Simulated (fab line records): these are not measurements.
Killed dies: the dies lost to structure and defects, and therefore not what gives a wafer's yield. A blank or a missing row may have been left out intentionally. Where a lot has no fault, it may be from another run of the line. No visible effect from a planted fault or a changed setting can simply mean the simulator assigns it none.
The tool behind it: which one? | flow n5Finfet | 11 lots with 33 wafers sampled at 8 steps, on a route of 1938 steps

== WHAT EACH GAUGE READ, for each wafer ==
N5_BEOL_M9_OCD_MEAS_38. Usual: trenchDepthNm at 150.9 nm, with a standard deviation of 2.9.
lot  | measured     | on     | trenchDepthNm (nm) | flag
L123 | day 10 02:39 | ocd-01 | 148.3 149.6 147.7  | 
L122 | day 10 04:29 | ocd-02 | 150.2 151.8 151.4  | 
L124 | day 10 14:47 | ocd-01 | 151.7 150.0 153.2  | 
L125 | day 10 22:05 | ocd-01 | 148.5 149.7 152.9  | 
L126 | day 11 03:35 | ocd-02 | 153.8 150.6 148.2  | 
L128 | day 11 18:59 | ocd-01 | 150.3 147.2 148.0  | 
L127 | day 11 22:40 | ocd-02 | 154.0 150.0 152.5  | 
L129 | day 12 01:36 | ocd-01 | 148.5 148.7 153.4  | 
L133 | day 13 04:04 | ocd-02 | 105.5 107.0 107.4  | OFF
L134 | day 13 06:08 | ocd-01 | 105.2 102.8 103.7  | OFF
L135 | day 13 18:04 | ocd-02 | 106.8 103.6 107.1  | OFF

N5_BEOL_M9_THK_MEAS_53: measures by xrf. Usual: M9_THK typically reads 138 nm, with standard deviation 3.1.
lot  | measured     | on           | M9_THK (nm) | flag
L123 | day 10 08:19 | filmMetro-01 | 135 138 135 | 
L122 | day 10 09:25 | filmMetro-01 | 136 140 141 | 
L124 | day 10 20:20 | filmMetro-02 | 139 137 140 | 
L125 | day 11 03:17 | filmMetro-01 | 137 139 142 | 
L126 | day 11 05:36 | filmMetro-02 | 140 138 135 | 
L128 | day 11 22:10 | filmMetro-02 | 138 138 137 | 
L127 | day 12 03:08 | filmMetro-02 | 141 135 139 | 
L129 | day 12 04:11 | filmMetro-01 | 133 133 138 | 
L133 | day 13 07:21 | filmMetro-02 | 92 95 95    | OFF
L134 | day 13 09:41 | filmMetro-02 | 93 89 93    | OFF
L135 | day 13 20:13 | filmMetro-01 | 93 90 93    | OFF

N5_BEOL_M9_RS_MEAS_57: measurement is done with a four-point probe. Usual: M9_RS typically reads 0.152 ohm/sq, with standard deviation 0.0036.
lot  | measured     | on           | M9_RS (ohm/sq)    | flag
L123 | day 10 08:29 | filmMetro-01 | 0.155 0.151 0.154 | 
L122 | day 10 09:40 | filmMetro-01 | 0.154 0.149 0.149 | 
L124 | day 10 20:29 | filmMetro-01 | 0.150 0.152 0.149 | 
L125 | day 11 03:25 | filmMetro-02 | 0.153 0.152 0.148 | 
L126 | day 11 05:44 | filmMetro-01 | 0.149 0.150 0.154 | 
L128 | day 11 22:17 | filmMetro-01 | 0.151 0.151 0.154 | 
L127 | day 12 03:16 | filmMetro-02 | 0.147 0.153 0.150 | 
L129 | day 12 04:19 | filmMetro-01 | 0.157 0.156 0.151 | 
L133 | day 13 07:29 | filmMetro-02 | 0.235 0.227 0.227 | OFF
L134 | day 13 09:49 | filmMetro-01 | 0.237 0.250 0.238 | OFF
L135 | day 13 20:21 | filmMetro-02 | 0.237 0.245 0.236 | OFF

N5_BEOL_M15_RC_MEAS_101. Usual: COMB_M10 1.5e-11 S/m, standard deviation 3.9e-12; COMB_M11 1.4e-11 S/m, standard deviation 3.3e-12; COMB_M12 5.9e-12 S/m, standard deviation 1.4e-12; COMB_M13 4.6e-12 S/m, standard deviation 1.1e-12; COMB_M13_max_site 6.6e-12 S/m, standard deviation 1.8e-12; COMB_M14 3.4e-12 S/m, standard deviation 8.9e-13; COMB_M15 2.1e-12 S/m, standard deviation 7.4e-13; COMB_M5 3.6e-11 S/m, standard deviation 6.7e-12; COMB_M6 2.5e-11 S/m, standard deviation 5.9e-12; COMB_M7 2.5e-11 S/m, standard deviation 4.5e-12; COMB_M8 2.5e-11 S/m, standard deviation 4.7e-12; COMB_M8_max_site 3.6e-11 S/m, standard deviation 7.8e-12; SERP_M10 3.04 ohm/um, standard deviation 0.084; SERP_M11 3.07 ohm/um, standard deviation 0.085; SERP_M12 0.633 ohm/um, standard deviation 0.016; SERP_M13 0.309 ohm/um, standard deviation 0.0058; SERP_M14 0.159 ohm/um, standard deviation 0.0042; SERP_M5 39.2 ohm/um, standard deviation 2; SERP_M6 13.7 ohm/um, standard deviation 0.54; SERP_M7 13.9 ohm/um, standard deviation 0.51; SERP_M8 13.5 ohm/um, standard deviation 0.49; SERP_M9 3.09 ohm/um, standard deviation 0.087; SERP_M9_max_site 3.18 ohm/um, standard deviation 0.11.
lot  | measured     | on        | COMB_M10 (S/m)          | COMB_M11 (S/m)          | COMB_M12 (S/m)          | COMB_M13 (S/m)          | COMB_M13_max_site (S/m) | COMB_M14 (S/m)          | COMB_M15 (S/m)          | COMB_M5 (S/m)           | COMB_M6 (S/m)           | COMB_M7 (S/m)           | COMB_M8 (S/m)           | COMB_M8_max_site (S/m)  | SERP_M10 (ohm/um) | SERP_M11 (ohm/um) | SERP_M12 (ohm/um) | SERP_M13 (ohm/um) | SERP_M14 (ohm/um) | SERP_M5 (ohm/um) | SERP_M6 (ohm/um) | SERP_M7 (ohm/um) | SERP_M8 (ohm/um) | SERP_M9 (ohm/um) | SERP_M9_max_site (ohm/um) | flag
L123 | day 12 08:19 | prober-01 | 1.5e-11 1.6e-11 9e-12   | 1.6e-11 1.5e-11 1.3e-11 | 6.9e-12 3.3e-12 5.4e-12 | 4.2e-12 4.1e-12 4.2e-12 | 6e-12 7e-12 9.2e-12     | 3.4e-12 2.7e-12 2.6e-12 | 1.8e-12 2.4e-12 1.6e-12 | 3e-11 3.1e-11 2e-11     | 2.8e-11 1.9e-11 2e-11   | 2.6e-11 2.3e-11 3e-11   | 2.5e-11 2.2e-11 2e-11   | 2.8e-11 2.9e-11 3.1e-11 | 3.17 3.13 3.16    | 3.15 3.14 3.09    | 0.643 0.642 0.615 | 0.316 0.306 0.311 | 0.158 0.159 0.158 | 37.7 38.3 39.7   | 14.0 13.4 13.8   | 13.9 14.0 15.0   | 13.9 14.2 13.5   | 3.13 3.09 3.12   | 3.24 3.16 3.17            | 
L122 | day 12 07:33 | prober-01 | 1.4e-11 1.5e-11 2e-11   | 1.1e-11 6e-12 1.1e-11   | 7.5e-12 4.3e-12 6.3e-12 | 4.4e-12 3.1e-12 4e-12   | 6.7e-12 4.4e-12 5.9e-12 | 3.3e-12 2e-12 2.2e-12   | 1.6e-12 7e-13 1.4e-12   | 3.3e-11 3.3e-11 3.6e-11 | 2e-11 2.5e-11 2.3e-11   | 2e-11 2.1e-11 2.4e-11   | 3.3e-11 2.9e-11 2.2e-11 | 5e-11 3.6e-11 2.9e-11   | 3.12 2.99 3.08    | 3.06 3.10 3.18    | 0.621 0.630 0.663 | 0.316 0.317 0.316 | 0.159 0.155 0.161 | 39.5 40.8 40.8   | 14.7 13.3 14.1   | 13.8 14.3 13.6   | 14.4 13.5 13.3   | 3.18 3.10 3.06   | 3.33 3.18 3.13            | 
L124 | day 12 20:20 | prober-01 | 1e-11 1.2e-11 1.4e-11   | 8e-12 1.4e-11 1e-11     | 5.7e-12 6.3e-12 5.9e-12 | 2.9e-12 4.4e-12 3.5e-12 | 5.7e-12 6.7e-12 6.2e-12 | 2.3e-12 3.1e-12 6e-12   | 1.2e-12 1.3e-12 1.3e-12 | 4.2e-11 3.6e-11 3.1e-11 | 2.2e-11 2.1e-11 2.3e-11 | 2.5e-11 2.7e-11 2.7e-11 | 2.1e-11 2.6e-11 2.5e-11 | 3.1e-11 3.9e-11 3.8e-11 | 3.17 3.08 3.17    | 3.04 3.14 3.12    | 0.642 0.618 0.631 | 0.304 0.300 0.303 | 0.158 0.158 0.166 | 42.1 41.7 41.5   | 13.9 13.9 14.4   | 13.6 14.5 13.9   | 13.8 13.1 14.1   | 3.07 3.07 3.13   | 3.15 3.16 3.20            | 
L125 | day 13 00:35 | prober-02 | 1.8e-11 1.8e-11 1.8e-11 | 1.1e-11 1.7e-11 1.3e-11 | 7.5e-12 6.7e-12 6.8e-12 | 5.7e-12 5.6e-12 5.9e-12 | 8.6e-12 8.3e-12 8.4e-12 | 3.8e-12 2.8e-12 3.8e-12 | 3e-12 2.9e-12 2.3e-12   | 3.9e-11 3.8e-11 4e-11   | 1.8e-11 1.7e-11 1.6e-11 | 2.2e-11 1.7e-11 2.4e-11 | 2.2e-11 2.6e-11 2.2e-11 | 2.7e-11 3.7e-11 3.8e-11 | 3.14 3.01 3.06    | 2.93 3.06 2.91    | 0.629 0.649 0.633 | 0.316 0.309 0.309 | 0.160 0.156 0.160 | 40.0 41.2 40.3   | 13.3 14.1 13.4   | 14.2 14.0 13.5   | 13.7 12.9 13.6   | 3.06 3.01 2.99   | 3.24 3.09 3.07            | 
L126 | day 13 04:37 | prober-02 | 1.8e-11 2.6e-11 2.5e-11 | 1.3e-11 1.5e-11 1.2e-11 | 7.7e-12 6.2e-12 4.5e-12 | 6e-12 5e-12 5.1e-12     | 6.8e-12 6.2e-12 6.4e-12 | 7.4e-12 4.5e-12 5.3e-12 | 1.9e-12 2.2e-12 2.4e-12 | 3.5e-11 4.2e-11 4e-11   | 3.3e-11 2.2e-11 2.8e-11 | 2.4e-11 2.6e-11 2.9e-11 | 2.5e-11 2.4e-11 2.2e-11 | 2.9e-11 3.3e-11 2.8e-11 | 3.04 2.97 2.88    | 3.18 3.13 3.16    | 0.603 0.609 0.628 | 0.316 0.305 0.315 | 0.159 0.156 0.153 | 42.0 41.2 42.7   | 13.7 13.8 13.2   | 13.5 13.0 13.7   | 14.4 13.4 13.1   | 3.04 3.06 3.10   | 3.16 3.12 3.18            | 
L128 | day 13 10:50 | prober-01 | 1e-11 1.3e-11 8e-12     | 1.4e-11 1.7e-11 1.3e-11 | 5.8e-12 3.5e-12 4.4e-12 | 3.4e-12 4.9e-12 4.5e-12 | 5.1e-12 9.1e-12 5.7e-12 | 1.9e-12 2.8e-12 3.4e-12 | 1.4e-12 1.5e-12 1.5e-12 | 4.5e-11 3e-11 3e-11     | 2.3e-11 2.9e-11 2.5e-11 | 2.8e-11 3e-11 3.1e-11   | 2.8e-11 1.6e-11 2.8e-11 | 3.1e-11 2.9e-11 4.3e-11 | 3.04 3.06 2.91    | 3.07 3.03 3.04    | 0.619 0.610 0.643 | 0.309 0.311 0.313 | 0.157 0.163 0.160 | 37.6 38.2 38.2   | 12.8 14.4 13.5   | 13.2 13.6 14.4   | 13.3 14.4 14.7   | 3.05 3.03 3.15   | 3.19 3.17 3.27            | 
L127 | day 13 23:53 | prober-02 | 1.8e-11 1.4e-11 1.7e-11 | 1.2e-11 1.4e-11 1.4e-11 | 3.6e-12 7.8e-12 4.4e-12 | 5.5e-12 8.3e-12 5.9e-12 | 7e-12 1.39e-11 9e-12    | 3.1e-12 2.7e-12 3.5e-12 | 2.7e-12 2.5e-12 3.5e-12 | 3.2e-11 3.5e-11 4.1e-11 | 1.8e-11 2.8e-11 3.2e-11 | 2.3e-11 2.7e-11 2.5e-11 | 2.7e-11 1.9e-11 2.1e-11 | 5.3e-11 2.6e-11 3.3e-11 | 3.08 3.07 3.12    | 3.07 3.05 3.14    | 0.633 0.637 0.626 | 0.308 0.313 0.301 | 0.160 0.159 0.157 | 39.7 36.5 40.7   | 13.4 13.3 12.7   | 14.2 13.5 13.4   | 13.3 14.1 13.9   | 2.94 3.11 3.00   | 3.01 3.22 3.09            | 
L129 | day 14 02:52 | prober-01 | 9e-12 8e-12 1.1e-11     | 1e-11 1.8e-11 1.5e-11   | 4.9e-12 4.8e-12 5.4e-12 | 5.3e-12 4.6e-12 6e-12   | 6.4e-12 5.8e-12 8.4e-12 | 2.5e-12 2.8e-12 2.3e-12 | 1.6e-12 1.6e-12 2.6e-12 | 4e-11 4e-11 4.3e-11     | 1.9e-11 3.2e-11 2.4e-11 | 3.8e-11 3.1e-11 3.1e-11 | 2.7e-11 2.4e-11 2.3e-11 | 4.5e-11 3.9e-11 3.4e-11 | 2.98 3.00 3.17    | 3.09 3.13 3.07    | 0.682 0.632 0.646 | 0.316 0.311 0.321 | 0.158 0.161 0.154 | 41.0 39.8 40.3   | 14.3 13.3 13.2   | 14.7 13.5 14.2   | 13.2 13.4 13.5   | 3.22 3.19 3.15   | 3.39 3.34 3.22            | 
L133 | day 14 21:52 | prober-01 | 1.2e-11 1.3e-11 1.1e-11 | 2.1e-11 1.5e-11 1.2e-11 | 4.4e-12 4e-12 6e-12     | 3.8e-12 2e-12 2.7e-12   | 4.6e-12 2.5e-12 3.9e-12 | 4.2e-12 3.9e-12 2.9e-12 | 1.4e-12 1.1e-12 1.4e-12 | 2.6e-11 3.2e-11 3.9e-11 | 2e-11 2.6e-11 2.1e-11   | 1.7e-11 2e-11 2.7e-11   | 3e-11 3.1e-11 2.6e-11   | 4.5e-11 5e-11 3.3e-11   | 3.04 3.04 3.06    | 3.07 3.03 3.00    | 0.639 0.618 0.637 | 0.316 0.315 0.320 | 0.161 0.162 0.171 | 38.5 37.2 39.5   | 14.9 14.1 14.0   | 14.7 14.5 13.7   | 13.0 12.7 13.5   | 4.75 4.59 4.69   | 4.90 4.67 4.88            | OFF
L134 | day 15 05:38 | prober-01 | 1.6e-11 1.7e-11 1.7e-11 | 1.7e-11 1.6e-11 2e-11   | 5.6e-12 5.3e-12 9e-12   | 3.1e-12 3.2e-12 3.3e-12 | 4.1e-12 5.4e-12 5.2e-12 | 2.7e-12 2.6e-12 2.8e-12 | 1.5e-12 2.3e-12 2.3e-12 | 4.3e-11 3.6e-11 3.2e-11 | 2.1e-11 2e-11 2.1e-11   | 2.4e-11 3.3e-11 2.5e-11 | 2.5e-11 1.9e-11 3.3e-11 | 3.1e-11 3.4e-11 4.5e-11 | 2.89 2.92 2.87    | 3.23 3.17 3.18    | 0.637 0.645 0.660 | 0.307 0.304 0.318 | 0.161 0.157 0.156 | 36.0 36.7 37.8   | 13.5 12.5 13.3   | 13.8 13.9 13.5   | 13.0 13.1 13.0   | 4.82 5.17 4.79   | 5.15 5.28 5.05            | OFF
L135 | day 16 04:35 | prober-01 | 1.3e-11 1.3e-11 1.3e-11 | 1.7e-11 1.7e-11 1.1e-11 | 3.4e-12 4.8e-12 4.9e-12 | 2.5e-12 3.3e-12 4.4e-12 | 3.2e-12 4.9e-12 7.2e-12 | 2.6e-12 2.1e-12 3.7e-12 | 1.5e-12 2.6e-12 1.5e-12 | 3.1e-11 3.5e-11 3e-11   | 2.1e-11 2e-11 2.5e-11   | 3.5e-11 2.2e-11 3.1e-11 | 2.4e-11 2e-11 2e-11     | 3e-11 2.4e-11 2.9e-11   | 3.08 2.95 2.91    | 2.99 3.10 3.04    | 0.639 0.631 0.637 | 0.317 0.313 0.305 | 0.163 0.154 0.154 | 42.4 42.5 43.5   | 14.0 14.1 14.8   | 13.7 14.1 13.3   | 13.4 12.8 13.0   | 4.91 4.98 4.84   | 4.98 5.19 5.00            | OFF

== WHAT TOOL EACH LOT RAN ON (gives the tool, then ch and the chambers of the sampled wafers, and finally the start) ==
lot  | N5_BEOL_M9_STRIP_19               | N5_BEOL_M9_DESCUM_33              | N5_BEOL_M9_STRIP_36               | N5_BEOL_M9_TRENCH_ETCH_37
L123 | rieDiel-04 ch 0,3, day 10 01:31   | rieDiel-01 ch 2,3, day 10 02:11   | rieDiel-01 ch 2,3, day 10 02:26   | rieDiel-01 ch 2,3, day 10 02:28
L122 | rieDiel-06 ch 2,3, day 10 03:31   | rieDiel-04 ch 0,2,3, day 10 04:01 | rieDiel-04 ch 0,2,3, day 10 04:16 | rieDiel-04 ch 0,2,3, day 10 04:19
L124 | rieDiel-06 ch 0,1,2, day 10 13:48 | rieDiel-06 ch 1,2,3, day 10 14:20 | rieDiel-06 ch 1,2,3, day 10 14:35 | rieDiel-06 ch 1,2,3, day 10 14:37
L125 | rieDiel-01 ch 0,1,3, day 10 21:08 | rieDiel-06 ch 0,1, day 10 21:37   | rieDiel-06 ch 0,1, day 10 21:52   | rieDiel-06 ch 0,1, day 10 21:54
L126 | rieDiel-01 ch 1,3, day 11 02:34   | rieDiel-06 ch 0,1,2, day 11 03:08 | rieDiel-06 ch 0,1,2, day 11 03:22 | rieDiel-06 ch 0,1,2, day 11 03:25
L128 | rieDiel-01 ch 0,1,3, day 11 14:02 | rieDiel-01 ch 0,1, day 11 18:32   | rieDiel-01 ch 0,1, day 11 18:47   | rieDiel-01 ch 0,1, day 11 18:49
L127 | rieDiel-06 ch 1,2, day 11 19:44   | rieDiel-06 ch 0,3, day 11 22:13   | rieDiel-06 ch 0,3, day 11 22:27   | rieDiel-06 ch 0,3, day 11 22:29
L129 | rieDiel-06 ch 1,2,3, day 11 23:29 | rieDiel-01 ch 0,1,2, day 12 01:08 | rieDiel-01 ch 0,1,2, day 12 01:23 | rieDiel-01 ch 0,1,2, day 12 01:26
L133 | rieDiel-04 ch 0,2,3, day 13 02:51 | rieDiel-06 ch 1,3, day 13 03:37   | rieDiel-06 ch 1,3, day 13 03:51   | rieDiel-06 ch 1,3, day 13 03:53
L134 | rieDiel-06 ch 0,1, day 13 03:30   | rieDiel-04 ch 2,3, day 13 05:41   | rieDiel-04 ch 2,3, day 13 05:55   | rieDiel-04 ch 2,3, day 13 05:58
L135 | rieDiel-01 ch 2,3, day 13 15:29   | rieDiel-06 ch 0,3, day 13 17:37   | rieDiel-06 ch 0,3, day 13 17:52   | rieDiel-06 ch 0,3, day 13 17:54
- N5_BEOL_M9_STRIP_19: strips in O2.
- N5_BEOL_M9_DESCUM_33: chemistry O2, time 7 s.
- N5_BEOL_M9_STRIP_36: strips in N2/H2.
- N5_BEOL_M9_TRENCH_ETCH_37: etches SiCOH lowk in C4F6/O2, target depth 151.43 nm, time 49 s.

== WHAT THE TOOLS THEMSELVES READ (means of the sampled wafers that have a number; where no wafer has one, the mark that the record gives instead) ==
N5_BEOL_M9_STRIP_19. Usual: drypumpMotorCurrentA 5.7 A, standard deviation 0.47; oesProductAu 0.79 a.u., standard deviation 0.095; rfVppV 3.7 V, standard deviation 0.62; showerheadPlenumPTorr 2.11 Torr, standard deviation 0.084; throttleValvePct 16.69 %, standard deviation 0.25.
lot  | tool       | drypumpMotorCurrentA (A) | oesProductAu (a.u.) | rfVppV (V) | showerheadPlenumPTorr (Torr) | throttleValvePct (%) | flag
L123 | rieDiel-04 | 5.8                      | 0.70                | 3.6        | 2.15                         | 16.76                | 
L122 | rieDiel-06 | 5.2                      | 0.83                | 3.5        | 2.17                         | 16.61                | 
L124 | rieDiel-06 | 5.3                      | 0.80                | 3.8        | 2.09                         | 16.60                | 
L125 | rieDiel-01 | 6.2                      | 0.70                | 3.7        | 2.05                         | 16.88                | 
L126 | rieDiel-01 | 6.2                      | 0.73                | 4.5        | 2.09                         | 16.86                | 
L128 | rieDiel-01 | 6.2                      | 0.70                | 3.4        | 2.05                         | 16.89                | 
L127 | rieDiel-06 | 5.3                      | 0.80                | 3.8        | 2.01                         | 16.45                | 
L129 | rieDiel-06 | 5.5                      | 0.86                | 3.6        | 2.07                         | 16.47                | 
L133 | rieDiel-04 | 5.7                      | 0.82                | 3.7        | 2.15                         | 16.59                | 
L134 | rieDiel-06 | 5.6                      | 0.73                | 4.0        | 2.08                         | 16.80                | 
L135 | rieDiel-01 | 5.6                      | 0.90                | 3.6        | 2.09                         | 16.41                | 

N5_BEOL_M9_DESCUM_33. Usual: biasPowerW 20.01 W, standard deviation 0.058; drypumpMotorCurrentA 5.7 A, standard deviation 0.49; oesProductAu 0.79 a.u., standard deviation 0.093; rfFwdPowerW 49.37 W, standard deviation 0.24; rfVppV 243.1 V, standard deviation 1.7; showerheadPlenumPTorr 2.09 Torr, standard deviation 0.09; throttleValvePct 20.47 %, standard deviation 0.25.
lot  | tool       | biasPowerW (W) | drypumpMotorCurrentA (A) | oesProductAu (a.u.) | rfFwdPowerW (W) | rfVppV (V) | showerheadPlenumPTorr (Torr) | throttleValvePct (%) | flag
L123 | rieDiel-01 | 19.95          | 5.6                      | 0.72                | 49.59           | 245.0      | 2.10                         | 20.42                | 
L122 | rieDiel-04 | 19.99          | 5.7                      | 0.76                | 49.52           | 243.8      | 2.15                         | 20.48                | 
L124 | rieDiel-06 | 20.00          | 5.5                      | 0.79                | 49.44           | 242.5      | 2.06                         | 20.36                | 
L125 | rieDiel-06 | 20.07          | 5.6                      | 0.73                | 49.16           | 243.5      | 2.08                         | 20.49                | 
L126 | rieDiel-06 | 20.01          | 5.3                      | 0.79                | 49.30           | 243.5      | 2.09                         | 20.35                | 
L128 | rieDiel-01 | 19.98          | 6.3                      | 0.70                | 49.00           | 241.9      | 2.02                         | 20.77                | 
L127 | rieDiel-06 | 20.01          | 6.0                      | 0.89                | 49.33           | 242.7      | 2.10                         | 20.46                | 
L129 | rieDiel-01 | 20.00          | 5.9                      | 0.73                | 49.25           | 243.6      | 2.08                         | 20.67                | 
L133 | rieDiel-06 | 20.04          | 5.9                      | 0.86                | 49.52           | 242.0      | 2.01                         | 20.30                | 
L134 | rieDiel-04 | 20.01          | 6.0                      | 0.88                | 49.66           | 244.3      | 2.13                         | 20.12                | 
L135 | rieDiel-06 | 20.04          | 5.9                      | 0.84                | 49.36           | 242.5      | 2.10                         | 20.48                | 

N5_BEOL_M9_STRIP_36. Usual: biasPowerW 6.996 W, standard deviation 0.021; drypumpMotorCurrentA 5.7 A, standard deviation 0.48; oesProductAu 0.78 a.u., standard deviation 0.093; rfVppV 59.0 V, standard deviation 1.5; showerheadPlenumPTorr 2.53 Torr, standard deviation 0.1; throttleValvePct 23.68 %, standard deviation 0.29.
lot  | tool       | biasPowerW (W) | drypumpMotorCurrentA (A) | oesProductAu (a.u.) | rfVppV (V) | showerheadPlenumPTorr (Torr) | throttleValvePct (%) | flag
L123 | rieDiel-01 | 7.011          | 5.7                      | 0.71                | 57.7       | 2.55                         | 23.70                | 
L122 | rieDiel-04 | 6.998          | 5.8                      | 0.76                | 59.2       | 2.59                         | 23.50                | 
L124 | rieDiel-06 | 6.994          | 5.5                      | 0.78                | 57.1       | 2.52                         | 23.65                | 
L125 | rieDiel-06 | 6.990          | 5.6                      | 0.73                | 59.8       | 2.53                         | 23.79                | 
L126 | rieDiel-06 | 7.003          | 5.3                      | 0.79                | 59.9       | 2.56                         | 23.66                | 
L128 | rieDiel-01 | 7.004          | 6.3                      | 0.71                | 58.4       | 2.44                         | 23.95                | 
L127 | rieDiel-06 | 7.007          | 6.0                      | 0.87                | 58.6       | 2.52                         | 23.51                | 
L129 | rieDiel-01 | 7.021          | 5.9                      | 0.72                | 58.3       | 2.52                         | 23.82                | 
L133 | rieDiel-06 | 6.990          | 6.0                      | 0.86                | 56.7       | 2.44                         | 23.55                | 
L134 | rieDiel-04 | 6.981          | 6.0                      | 0.89                | 59.6       | 2.58                         | 23.19                | 
L135 | rieDiel-06 | 6.994          | 6.0                      | 0.83                | 59.3       | 2.52                         | 23.54                | 

N5_BEOL_M9_TRENCH_ETCH_37. Usual: drypumpMotorCurrentA 5.7 A, standard deviation 0.49; oesProductAu 0.78 a.u., standard deviation 0.095; rfFwdPowerW 341.3 W, standard deviation 1.4; rfVppV 667 V, standard deviation 8.7; runLengthS 72.3 s, standard deviation 0.58; showerheadPlenumPTorr 2.84 Torr, standard deviation 0.12; throttleValvePct 20.95 %, standard deviation 0.23.
lot  | tool       | drypumpMotorCurrentA (A) | oesProductAu (a.u.) | rfFwdPowerW (W) | rfVppV (V) | runLengthS (s) | showerheadPlenumPTorr (Torr) | throttleValvePct (%) | flag
L123 | rieDiel-01 | 5.7                      | 0.71                | 341.9           | 677        | 72.4           | 2.88                         | 21.04                | 
L122 | rieDiel-04 | 5.7                      | 0.76                | 341.5           | 666        | 72.6           | 2.91                         | 20.93                | 
L124 | rieDiel-06 | 5.5                      | 0.79                | 341.0           | 665        | 72.5           | 2.81                         | 20.85                | 
L125 | rieDiel-06 | 5.6                      | 0.74                | 340.3           | 664        | 72.4           | 2.82                         | 20.99                | 
L126 | rieDiel-06 | 5.3                      | 0.79                | 340.7           | 666        | 72.7           | 2.85                         | 20.88                | 
L128 | rieDiel-01 | 6.3                      | 0.71                | 339.3           | 665        | 71.4           | 2.74                         | 21.19                | 
L127 | rieDiel-06 | 6.0                      | 0.89                | 341.8           | 660        | 72.0           | 2.83                         | 20.83                | 
L129 | rieDiel-01 | 5.9                      | 0.73                | 340.9           | 666        | 72.0           | 2.84                         | 21.18                | 
L133 | rieDiel-06 | 5.9                      | 0.86                | 339.9           | 664        | 60.3           | 2.73                         | 20.72                | OFF
L134 | rieDiel-04 | 6.0                      | 0.87                | 342.4           | 658        | 60.8           | 2.89                         | 20.60                | OFF
L135 | rieDiel-06 | 6.0                      | 0.84                | 342.1           | 661        | 60.1           | 2.83                         | 20.84                | OFF

== THE ANSWER, worked out from the rows above alone ==
Rule: a lot counts as off when the mean over its wafers that have a number is more than 3 standard deviations away from the usual mean. A lot without any number at a reading at which 4 lots or more have one is off too. The other lots that the step has rows for count as sound. The gauges are gone through in route order, then the tools' own readings, and for those a lot's mean is taken as printed above. The first step at which some lot is off is used, and at that step the reading that is off furthest; a lot without a number counts as furthest.
Off, at N5_BEOL_M9_OCD_MEAS_38 on trenchDepthNm: L133, L134, L135.
If a tool, at a process step before that reading, ran all the lots that are off and no sound lot after the first of them, it fits. Not tried: the gauges at N5_BEOL_M9_OCD_MEAS_38; whatever is off there is also off at N5_BEOL_M9_THK_MEAS_53, on other tools, and gauge error can't account for it. None of those tried fits.

== WHAT HAD BEEN PUT IN BY THE SIMULATOR ==
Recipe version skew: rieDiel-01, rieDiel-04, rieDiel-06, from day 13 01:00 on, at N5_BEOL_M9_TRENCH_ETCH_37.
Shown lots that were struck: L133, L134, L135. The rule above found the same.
